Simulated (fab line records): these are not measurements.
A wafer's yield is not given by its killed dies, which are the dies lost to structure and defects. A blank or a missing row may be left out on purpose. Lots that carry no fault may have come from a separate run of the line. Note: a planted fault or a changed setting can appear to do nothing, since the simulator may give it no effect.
fab line records	flow n5_finfet
record lots=6	wafers=18	last_day=18
route steps=1938 shown BEOL_M2@848 BEOL_M4@1111
lots that met no fault: from a run of the same line without faults
start_h: hours from the record's first day to the start of the lot's first wafer shown	wait_h: hours from the lot's prior step to this one	" as in the row above	L1.1+2: one row covering several wafers at once	- no value, or no start was given	* or withheld: withheld	< > ~ a bound
route shown NAME@n: names a module that has steps shown in the file, with the first one's number in the route	usual: the fault-free wafers' mean and standard deviation	same: alike in all rows	chamber/n: place in a boat	sites: each site's reading	_std_site: how widely they spread, as a standard deviation	_edge_site: mean of outer sites minus mean of inner sites	radius_mm: for every site, how far away it sits from the centre of the wafer	mask NAME#n: copy n	behind: the most recent tool/chamber to have shaped the wafer	hold: why the lot went on hold/how many hours it stayed there/how the hold came to an end	device: which transistor (n, p or np) failed to switch	end of line: the tests these same wafers got at the end of their route	where a step has no rows: the recipe by itself	killed: not the wafer's yield, but the dies lost to structure and defects at the first sort	map: the dies of a wafer, with x for killed, . for not killed, _ for no die there
set.NAME: the setting as run; set.NAME@STEP: as run at that earlier step	model.NAME: the simulator's own value behind a step, which no gauge read
certain route steps with their lots: each step a table, each wafer a row
services: the hour from which a tool's chamber was out of use, counted from the record's first day as start_h (under 0 if before that day), plus the number of hours and why
## steps
# step N5_BEOL_M2_COAT_05
# recipe resist=CAR-EUV	spin_rpm=1500	resist_thk_nm=30
# step N5_BEOL_M2_EBR_07
# recipe solvent=PGMEA	ebr_width_mm=1.5
# step N5_BEOL_M2_SOFTBAKE_06
# recipe temp_c=110	time_s=60	resist=CAR-EUV
# step N5_BEOL_M2_EXPOSE_08
# recipe mask_id=M2	na=0.33	source_shape=dipole	sigma_inner=0.369	sigma_outer=0.767	polarization=unpolarized	dose_mj=41.25
# step N5_BEOL_M2_PEB_09
# recipe peb_temp_c=100	peb_time_s=60	resist=CAR-EUV
# step N5_BEOL_M2_DEVELOP_10
# recipe develop_time_s=30	developer=TMAH	resist=CAR-EUV	rinse_liquid=surfactant_rinse	dry=air_spin	dev_temp_c=23
# step N5_BEOL_M2_CD_MEAS_11
# recipe target_cd_nm=16.79	landing_energy_ev=500	detector=se_inlens	polarity=opening
# usual cd_nm=16.75/0.25
# same landing_energy_ev=500
lot.wafer	tool	chamber	start_h	wait_h	cd_nm
L246.1	cd_sem-02	0	162.41	-	16.48
L246.2	"	0	"	"	16.23
L246.5	"	0	"	"	16.73
L254.1	cd_sem-02	0	222.47	-	17.16
L254.3	"	0	"	"	16.67
L254.5	"	0	"	"	16.66
L255.1	cd_sem-03	0	225.31	-	17.11
L255.4	"	0	"	"	16.41
L255.6	"	0	"	"	16.49
L256.1	cd_sem-03	0	229.96	-	16.80
L256.3	"	0	"	"	16.44
L256.5	"	0	"	"	16.63
L258.1	cd_sem-03	0	234.51	-	16.69
L258.3	"	0	"	"	16.86
L258.5	"	0	"	"	16.69
L263.4	cd_sem-03	0	283.99	-	16.22
L263.5	"	0	"	"	17.14
L263.6	"	0	"	"	16.73
# step N5_BEOL_M2_OVL_MEAS_12
# recipe points_per_wafer=522
# usual M2_OVL=-0.3/0.61
lot.wafer	tool	chamber	start_h	wait_h	M2_OVL[nm]
L246.1	overlay-01	0	162.44	0.0	-0.9
L246.2	"	0	"	"	-1.4
L246.5	"	0	"	"	-0.5
L254.1	overlay-01	0	222.50	0.0	-0.4
L254.3	"	0	"	"	-0.6
L254.5	"	0	"	"	-0.1
L255.1	overlay-02	0	225.34	0.0	-0.5
L255.4	"	0	"	"	-0.6
L255.6	"	0	"	"	-0.7
L256.1	overlay-02	0	229.99	0.0	-0.5
L256.3	"	0	"	"	0.4
L256.5	"	0	"	"	0.1
L258.1	overlay-02	0	234.54	0.0	-0.9
L258.3	"	0	"	"	-0.5
L258.5	"	0	"	"	-0.3
L263.4	overlay-01	0	284.04	0.0	-0.9
L263.5	"	0	"	"	-0.4
L263.6	"	0	"	"	-0.5
# step N5_BEOL_M2_INSPECT_13
# recipe mode=adi	inspect_instrument=brightfield
# usual raw_defect_count=413/100
lot.wafer	tool	chamber	start_h	wait_h	raw_defect_count
L246.1	defect_inspect-02	-	162.50	0.1	370
L246.2	"	-	"	"	686
L246.5	"	-	"	"	460
L254.1	defect_inspect-02	-	222.56	0.1	235
L254.3	"	-	"	"	421
L254.5	"	-	"	"	376
L255.1	defect_inspect-01	-	225.40	0.1	314
L255.4	"	-	"	"	377
L255.6	"	-	"	"	288
L256.1	defect_inspect-01	-	230.05	0.1	336
L256.3	"	-	"	"	376
L256.5	"	-	"	"	379
L258.1	defect_inspect-02	-	234.61	0.1	391
L258.3	"	-	"	"	527
L258.5	"	-	"	"	374
L263.4	defect_inspect-01	-	284.08	0.0	368
L263.5	"	-	"	"	436
L263.6	"	-	"	"	451
# step N5_BEOL_M2_DESCUM_16
# recipe chemistry=O2	time_s=7	source_power_w=50	bias_power_w=20	pressure_mtorr=20	rf_frequency_hz=2.712e+07	temp_c=40	resist=CAR-EUV	o2_flow_sccm=225
# usual drypump_motor_current_A=5.7/0.31	oes_product_au=0.82/0.088	rf_vpp_V=243.1/1.4	showerhead_plenum_p_Torr=2.09/0.076	throttle_valve_pct=20.44/0.19
lot.wafer	tool	chamber	start_h	wait_h	drypump_motor_current_A	oes_product_au	rf_hours_counter_h	rf_vpp_V	showerhead_plenum_p_Torr	throttle_valve_pct
L246.1	rie_diel-05	3	162.83	0.3	5.3	0.96	6	242.4	2.03	20.52
L246.2	"	2	"	"	5.8	0.93	17	241.6	2.04	20.63
L246.5	"	2	"	"	5.9	0.93	-	243.3	2.04	20.63
L254.1	rie_diel-03	0	222.60	0.0	5.5	0.69	211	243.8	2.16	20.86
L254.3	"	1	"	"	5.4	0.70	231	241.2	1.97	20.61
L254.5	"	0	"	"	5.5	0.69	-	243.6	2.16	20.87
L255.1	rie_diel-03	1	225.44	0.0	5.4	0.70	232	241.2	1.97	20.59
L255.4	"	3	"	"	5.6	0.82	82	242.7	2.11	20.31
L255.6	"	0	"	"	5.5	0.69	-	243.7	2.16	20.85
L256.1	rie_diel-05	1	230.08	0.0	5.8	0.86	61	244.2	2.15	20.29
L256.3	"	2	"	"	5.8	0.90	33	242.2	2.03	20.63
L256.5	"	2	"	"	5.8	0.91	-	241.6	2.03	20.65
L258.1	rie_diel-03	0	234.64	0.0	5.5	0.69	215	244.8	2.15	20.85
L258.3	"	2	"	"	5.7	0.73	187	240.0	1.99	20.40
L258.5	"	1	"	"	5.4	0.70	-	241.2	1.97	20.61
L263.4	rie_diel-05	3	284.13	0.0	5.3	0.87	-	242.6	2.02	20.58
L263.5	"	2	"	"	5.9	0.88	-	242.3	2.03	20.68
L263.6	"	0	"	"	5.8	0.73	-	241.9	2.05	20.25
# step N5_BEOL_M2_ETCH_74
# recipe chemistry=N2/H2	target=underlayer	target_depth_a=65	mask_material=CAR-EUV	time_s=5.2	ion_energy_ev=200	pressure_mtorr=30	source_w=840	bias_w=150	n2_flow_sccm=200	h2_flow_sccm=200	ends=cleared
# usual drypump_motor_current_A=5.7/0.31	etch_rf_on_time_s=5.04/0.16	oes_product_au=0.70/0.078	rf_vpp_V=524.1/2.5	showerhead_plenum_p_Torr=2.54/0.082	throttle_valve_pct=17.88/0.28
lot.wafer	tool	chamber	start_h	wait_h	drypump_motor_current_A	etch_rf_on_time_s	oes_product_au	rf_hours_counter_h	rf_vpp_V	showerhead_plenum_p_Torr	throttle_valve_pct
L246.1	rie_diel-05	3	162.87	0.0	5.3	4.80	0.82	6	525.6	2.48	17.99
L246.2	"	2	"	"	5.9	4.88	0.81	17	524.2	2.51	18.31
L246.5	"	2	"	"	5.9	4.83	0.82	-	521.7	2.51	18.32
L254.1	rie_diel-03	0	222.63	0.0	5.6	5.01	0.60	211	528.2	2.61	18.27
L254.3	"	1	"	"	5.4	4.99	0.60	231	521.3	2.37	17.92
L254.5	"	0	"	"	5.5	5.00	0.59	-	525.7	2.61	18.25
L255.1	rie_diel-03	1	225.47	0.0	5.4	5.01	0.61	232	523.1	2.37	17.90
L255.4	"	3	"	"	5.6	4.78	0.73	82	524.6	2.57	17.71
L255.6	"	0	"	"	5.6	5.03	0.59	-	525.3	2.61	18.23
L256.1	rie_diel-05	1	230.12	0.0	5.8	5.24	0.72	61	527.1	2.56	17.38
L256.3	"	2	"	"	5.9	4.85	0.79	33	521.7	2.51	18.35
L256.5	"	2	"	"	5.9	4.87	0.78	-	522.6	2.51	18.34
L258.1	rie_diel-03	0	234.68	0.0	5.5	5.04	0.60	215	525.8	2.61	18.29
L258.3	"	2	"	"	5.8	5.17	0.62	187	520.6	2.43	17.98
L258.5	"	1	"	"	5.4	5.00	0.60	-	517.8	2.37	17.92
L263.4	rie_diel-05	3	284.15	0.0	5.3	4.83	0.76	-	523.3	2.47	18.07
L263.5	"	2	"	"	5.9	4.86	0.76	-	523.4	2.50	18.37
L263.6	"	0	"	"	5.8	5.19	0.61	-	521.8	2.51	17.88
# step N5_BEOL_M2_ETCH_63
# recipe chemistry=CF4	target=SiARC	target_depth_a=156	mask_material=CAR-EUV	time_s=26	ion_energy_ev=80	pressure_mtorr=40	source_w=545	bias_w=36	Ar_flow_sccm=100	cf4_flow_sccm=100	ends=cleared
# usual drypump_motor_current_A=5.7/0.31	etch_rf_on_time_s=25.1/0.72	oes_product_au=0.71/0.079	rf_vpp_V=184.1/1.1	showerhead_plenum_p_Torr=2.14/0.065	throttle_valve_pct=15.67/0.21
lot.wafer	tool	chamber	start_h	wait_h	drypump_motor_current_A	etch_rf_on_time_s	oes_product_au	rf_hours_counter_h	rf_vpp_V	showerhead_plenum_p_Torr	throttle_valve_pct
L246.1	rie_diel-05	3	162.89	0.0	5.3	24.3	0.84	6	183.0	2.10	15.75
L246.2	"	2	"	"	5.9	24.5	0.82	17	182.6	2.11	15.82
L246.5	"	2	"	"	5.9	24.5	0.82	-	183.0	2.11	15.84
L254.1	rie_diel-03	0	222.65	0.0	5.5	25.3	0.59	211	187.3	2.20	16.04
L254.3	"	1	"	"	5.4	25.0	0.60	231	182.2	2.04	15.93
L254.5	"	0	"	"	5.5	25.2	0.60	-	185.7	2.20	16.04
L255.1	rie_diel-03	1	225.49	0.0	5.4	25.2	0.61	232	183.2	2.04	15.95
L255.4	"	3	"	"	5.6	24.5	0.71	82	185.1	2.17	15.51
L255.6	"	0	"	"	5.6	25.3	0.60	-	184.7	2.20	16.06
L256.1	rie_diel-05	1	230.13	0.0	5.8	25.9	0.73	61	183.8	2.20	15.43
L256.3	"	2	"	"	5.8	24.4	0.79	33	185.1	2.11	15.87
L256.5	"	2	"	"	5.9	24.1	0.79	-	181.8	2.11	15.88
L258.1	rie_diel-03	0	234.69	0.0	5.5	24.9	0.61	215	184.2	2.19	16.06
L258.3	"	2	"	"	5.7	25.7	0.63	187	182.5	2.06	15.67
L258.5	"	1	"	"	5.4	25.2	0.60	-	181.6	2.04	15.94
L263.4	rie_diel-05	3	284.18	0.0	5.3	24.1	0.76	-	183.4	2.09	15.81
L263.5	"	2	"	"	5.9	24.2	0.76	-	184.1	2.10	15.90
L263.6	"	0	"	"	5.8	25.4	0.63	-	185.2	2.10	15.61
# step N5_BEOL_M2_ETCH_64
# recipe chemistry=N2/H2	target=SOC	target_depth_a=750	overetch_a=225	mask_material=SiARC	temp_c=40	time_s=121.9	ion_energy_ev=200	pressure_mtorr=30	source_w=840	bias_w=150	n2_flow_sccm=200	h2_flow_sccm=200
# usual drypump_motor_current_A=5.7/0.31	oes_product_au=0.62/0.064	rf_vpp_V=523.9/2.4	showerhead_plenum_p_Torr=2.54/0.082	throttle_valve_pct=17.83/0.28
lot.wafer	tool	chamber	start_h	wait_h	drypump_motor_current_A	oes_product_au	rf_hours_counter_h	rf_vpp_V	showerhead_plenum_p_Torr	throttle_valve_pct	model.SiARC_of_BEOL_M2_COAT_62.thk_nm
L246.1	rie_diel-05	3	162.91	0.0	5.3	0.72	6	522.5	2.48	17.93	6
L246.2	"	2	"	"	5.9	0.70	17	522.8	2.51	18.26	6
L246.5	"	2	"	"	5.9	0.71	-	521.5	2.51	18.25	6
L254.1	rie_diel-03	0	222.68	0.0	5.6	0.52	211	526.3	2.61	18.22	6
L254.3	"	1	"	"	5.4	0.53	231	519.8	2.37	17.88	6
L254.5	"	0	"	"	5.6	0.52	-	526.0	2.61	18.21	6
L255.1	rie_diel-03	1	225.52	0.0	5.4	0.53	232	520.6	2.37	17.87	6
L255.4	"	3	"	"	5.6	0.61	82	524.6	2.57	17.68	6
L255.6	"	0	"	"	5.6	0.56	-	527.6	2.61	18.22	6.6
L256.1	rie_diel-05	1	230.16	0.0	5.8	0.65	61	526.3	2.56	17.33	6.4
L256.3	"	2	"	"	5.9	0.67	33	522.3	2.51	18.31	5.8
L256.5	"	2	"	"	5.9	0.69	-	523.1	2.51	18.30	5.8
L258.1	rie_diel-03	0	234.72	0.0	5.6	0.56	215	526.6	2.61	18.22	6.4
L258.3	"	2	"	"	5.7	0.55	187	521.4	2.43	17.93	6.4
L258.5	"	1	"	"	5.4	0.53	-	519.7	2.37	17.88	6
L263.4	rie_diel-05	3	284.25	0.1	5.3	0.65	-	522.3	2.47	18.00	5.8
L263.5	"	2	"	"	5.9	0.65	-	521.7	2.50	18.33	5.8
L263.6	"	0	"	"	5.8	0.55	-	523.4	2.51	17.84	6.2
# step N5_BEOL_M2_STRIP_65
# recipe chemistry=N2/H2	temp_c=40	n2_flow_sccm=200	h2_flow_sccm=200	rf_frequency_hz=6e+07
# step N5_BEOL_M4_RC_MEAS_101
# usual DIBL_N=35.4/2.1	DIBL_P=34.8/2.6	IOFF_N=0.15/0.037	IOFF_P=0.19/0.037	ION_N=677/16	ION_P=462/9.3	SS_N=71.4/0.75	SS_P=72.9/0.77	VT_N=250/3.7	VT_P=-251/3.5
lot.wafer	tool	chamber	start_h	wait_h	DIBL_N[mV/V]	DIBL_P[mV/V]	IOFF_N[nA/um]	IOFF_P[nA/um]	ION_N[uA/um]	ION_P[uA/um]	SS_N[mV/dec]	SS_P[mV/dec]	VT_N[mV]	VT_P[mV]
L246.1	prober-02	0	204.14	0.0	38.2	39.3	0.21	0.27	688	476	71.7	74.3	243	-247
L246.2	"	0	"	"	31.5	31.1	0.10	0.14	655	455	70.4	71.9	253	-256
L246.5	"	0	"	"	34.1	33.8	0.13	0.18	675	458	71.5	72.8	251	-250
L254.1	prober-01	0	252.68	0.0	33.1	30.6	0.10	0.15	659	451	71.0	72.1	258	-251
L254.3	"	0	"	"	38.2	37.7	0.21	0.27	674	465	71.9	74.2	246	-246
L254.5	"	0	"	"	35.0	35.3	0.15	0.22	677	465	71.0	73.6	246	-248
L255.1	prober-01	0	255.37	0.0	35.3	35.5	0.14	0.21	649	447	71.5	73.5	253	-249
L255.4	"	0	"	"	28.8	26.1	0.07	0.10	635	444	69.5	70.5	261	-259
L255.6	"	0	"	"	32.4	31.9	0.10	0.16	647	452	69.9	72.3	255	-253
L256.1	prober-02	0	260.65	0.0	36.6	35.0	0.14	0.18	642	445	71.3	73.3	252	-255
L256.3	"	0	"	"	35.0	32.9	0.11	0.13	649	440	71.7	71.8	257	-259
L256.5	"	0	"	"	38.2	37.5	0.18	0.20	656	450	72.4	73.2	252	-254
L258.1	prober-01	0	269.81	0.0	33.0	32.2	0.12	0.15	667	451	71.0	72.1	253	-254
L258.3	"	0	"	"	36.1	35.6	0.17	0.19	693	462	71.9	72.9	252	-252
L258.5	"	0	"	"	34.8	35.3	0.15	0.19	678	465	70.8	73.2	252	-252
L263.4	prober-01	0	327.77	0.5	34.0	33.9	0.13	0.20	675	474	70.4	71.8	249	-246
L263.5	"	0	"	"	33.2	32.4	0.12	0.19	665	467	70.2	71.5	251	-248
L263.6	"	0	"	"	35.3	34.1	0.14	0.19	678	465	72.1	72.5	252	-249
## services
tool	chamber	start_h	hours	kind
rie_diel-05	-	143.37	14.6	pm
rie_diel-03	3	149.91	2.5	repair
rie_diel-05	-	180.40	15.6	pm
rie_diel-03	-	253.52	0.4	repair
rie_diel-05	0	265.47	8.7	repair
rie_diel-03	1	276.68	-	clean
rie_diel-03	1	276.68	-	consumable_replace:focus_ring
rie_diel-03	1	276.68	-	consumable_replace:showerhead
rie_diel-03	1	276.68	18.7	scheduled_down
rie_diel-03	1	276.68	18.7	vent_cycle
rie_diel-05	2	279.25	2.4	repair
## key
first_sign none at tools or gauges
model_effect step=N5_BEOL_M2_ETCH_64	value=SiARC_of_BEOL_M2_COAT_62.thk_nm	without=6	struck=6.5
met_at N5_BEOL_M2_ETCH_64
struck_wafers L255.6,L258.1
onset_between 222.68 225.52
fault kind=process_parameter_drift	tool=rie_diel-03	chamber=0	onset_h=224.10	steps=N5_BEOL_M2_ETCH_64	channel=time_s	offset=*	shape=step	end_h=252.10	acts_in=*	stated=*
